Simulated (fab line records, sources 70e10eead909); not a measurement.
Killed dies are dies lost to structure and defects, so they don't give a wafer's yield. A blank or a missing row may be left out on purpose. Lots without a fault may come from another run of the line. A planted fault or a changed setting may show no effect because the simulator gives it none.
Which tool did it? | flow nand_harc | 14 lots, 42 wafers sampled, at 5 steps of a route of 1302

WHAT THE GAUGES READ, wafer by wafer
NHARC_A_ONON_D1_THK_MEAS_05: measures by ellipsometry.
lot  | measured     | on            | thk_nm (nm)
L514 | day 7 23:50  | film_metro-01 | 1002 1002 1004
L515 | day 8 04:55  | film_metro-01 | 1016 1014 1017
L516 | day 8 16:01  | film_metro-01 | 984 982 983
L518 | day 9 15:05  | film_metro-02 | 1005 1004 1003
L519 | day 10 00:33 | film_metro-01 | 996 996 995
L520 | day 10 07:58 | film_metro-01 | 988 987 989
L522 | day 10 23:13 | film_metro-02 | 1007 1006 1006
L523 | day 11 14:37 | film_metro-02 | 992 992 991
L527 | day 13 16:07 | film_metro-02 | 999 998 999
L530 | day 14 16:14 | film_metro-02 | 994 994 994
L533 | day 15 21:05 | film_metro-02 | 984 984 983
L535 | day 16 15:16 | film_metro-01 | 988 990 990
L536 | day 16 15:17 | film_metro-01 | 989 990 991
L537 | day 17 07:27 | film_metro-02 | 1000 999 997

NHARC_A_ONON_D1_THK_MEAS_14: measures by ellipsometry.
lot  | measured     | on            | thk_nm (nm)
L514 | day 8 01:32  | film_metro-02 | 999 1000 1001
L515 | day 8 06:38  | film_metro-01 | 994 995 995
L516 | day 8 17:43  | film_metro-01 | 992 994 994
L518 | day 9 16:47  | film_metro-01 | 1002 1002 1002
L519 | day 10 02:16 | film_metro-01 | 998 1000 999
L520 | day 10 09:40 | film_metro-01 | 1000 1001 1000
L522 | day 11 00:55 | film_metro-02 | 999 999 998
L523 | day 11 16:19 | film_metro-01 | 1002 1001 1002
L527 | day 13 17:49 | film_metro-02 | 992 995 991
L530 | day 14 17:57 | film_metro-01 | 1014 1011 1011
L533 | day 15 22:47 | film_metro-01 | 1012 1010 1012
L535 | day 16 16:58 | film_metro-01 | 994 995 994
L536 | day 16 16:58 | film_metro-01 | 998 998 998
L537 | day 17 09:08 | film_metro-01 | 980 981 982

NHARC_A_ONON_D1_THK_MEAS_24: measures by ellipsometry.
lot  | measured     | on            | thk_nm (nm)
L514 | day 8 11:15  | film_metro-01 | 994 995 993
L515 | day 8 15:49  | film_metro-02 | 990 990 990
L516 | day 9 04:53  | film_metro-01 | 1010 1010 1009
L518 | day 10 02:09 | film_metro-02 | 997 995 996
L519 | day 10 11:15 | film_metro-02 | 993 994 994
L520 | day 10 19:26 | film_metro-02 | 996 998 995
L522 | day 11 13:57 | film_metro-02 | 1009 1008 1010
L523 | day 12 04:08 | film_metro-01 | 1023 1027 1025
L527 | day 14 06:43 | film_metro-02 | 996 1079 1079
L530 | day 15 03:43 | film_metro-02 | 995 998 1079
L533 | day 16 10:48 | film_metro-01 | 987 986 987
L535 | day 17 01:40 | film_metro-01 | 1007 1008 1006
L536 | day 17 01:40 | film_metro-01 | 1013 1009 1010
L537 | day 17 17:51 | film_metro-02 | 1003 1002 1002

NHARC_END_SORT_01.
lot  | measured     | on        | killed_at_array | killed_at_other | killed_at_periphery | killed_dies | killed_open | killed_short
L527 | day 30 18:44 | prober-02 | 53 671 674      | 0 0 0           | 5 6 3               | 58 677 677  | 4 2 0       | 1 4 1
L530 | day 31 02:38 | prober-01 | 101 99 668      | 0 0 0           | 6 4 9               | 107 103 677 | 2 2 2       | 2 3 4

WHICH TOOL RAN EACH LOT (tool, then ch and the chambers of the sampled wafers, then the start)
lot  | NHARC_A_ONON_D1_DEP_22
L514 | pecvd_onon-01 ch 0, day 8 10:47
L515 | pecvd_onon-04 ch 0, day 8 15:18
L516 | pecvd_onon-03 ch 0, day 9 04:30
L518 | pecvd_onon-01 ch 0, day 10 01:38
L519 | pecvd_onon-03 ch 0, day 10 10:44
L520 | pecvd_onon-04 ch 0, day 10 18:56
L522 | pecvd_onon-03 ch 0, day 11 13:27
L523 | pecvd_onon-03 ch 0, day 12 03:48
L527 | pecvd_onon-01 ch 0, day 14 06:12
L530 | pecvd_onon-01 ch 0, day 15 03:13
L533 | pecvd_onon-04 ch 0, day 16 10:17
L535 | pecvd_onon-04 ch 0, day 17 01:08
L536 | pecvd_onon-03 ch 0, day 17 01:09
L537 | pecvd_onon-03 ch 0, day 17 17:21
- NHARC_A_ONON_D1_DEP_22: target thk 1000 nm.

WHAT THE TOOLS THEMSELVES READ (means of the sampled wafers that have a number; where no wafer has one, the mark that the record gives instead)
NHARC_A_ONON_D1_DEP_22.
lot  | tool          | n2_flow_sccm (sccm) | nh3_flow_sccm (sccm) | sih4_flow_sccm (sccm)
L514 | pecvd_onon-01 | 2756                | 498.9                | 208.9
L515 | pecvd_onon-04 | 2756                | 498.1                | 209.6
L516 | pecvd_onon-03 | 2750                | 499.5                | 209.5
L518 | pecvd_onon-01 | 2764                | 499.1                | 209.9
L519 | pecvd_onon-03 | 2750                | 501.5                | 209.7
L520 | pecvd_onon-04 | 2748                | 501.0                | 209.8
L522 | pecvd_onon-03 | 2749                | 500.6                | 209.1
L523 | pecvd_onon-03 | 2742                | 501.2                | 210.1
L527 | pecvd_onon-01 | 2751                | 498.9                | 209.6
L530 | pecvd_onon-01 | 2745                | 502.4                | 209.9
L533 | pecvd_onon-04 | 2751                | 500.1                | 209.8
L535 | pecvd_onon-04 | 2740                | 499.1                | 209.6
L536 | pecvd_onon-03 | 2753                | 499.5                | 210.0
L537 | pecvd_onon-03 | 2754                | 499.8                | 210.3

THE ANSWER, worked out from the rows above alone
Rule: what is usual is taken from the lots themselves. Put in order of their means at a reading, lots are off if they are a third of the lots or fewer, leave a main group of 4 or more, and stand apart from it by a gap of 3 or more times the standard deviation of the main group's means; of several such gaps the widest counts. A main group whose means are all the same, to the digits that the tables above print for the reading, isn't used. A lot without any number at a reading at which 4 lots or more have one is off too. The other lots that the step has rows for count as sound. The gauges are gone through in route order, then the tools' own readings, and for those a lot's mean is taken as printed above. The first step at which some lot is off is used, and at that step the reading that is off furthest; a lot without a number counts as furthest.
No lot is off at any reading shown: from this, nothing can be told.

WHAT THE SIMULATOR HAD PUT IN
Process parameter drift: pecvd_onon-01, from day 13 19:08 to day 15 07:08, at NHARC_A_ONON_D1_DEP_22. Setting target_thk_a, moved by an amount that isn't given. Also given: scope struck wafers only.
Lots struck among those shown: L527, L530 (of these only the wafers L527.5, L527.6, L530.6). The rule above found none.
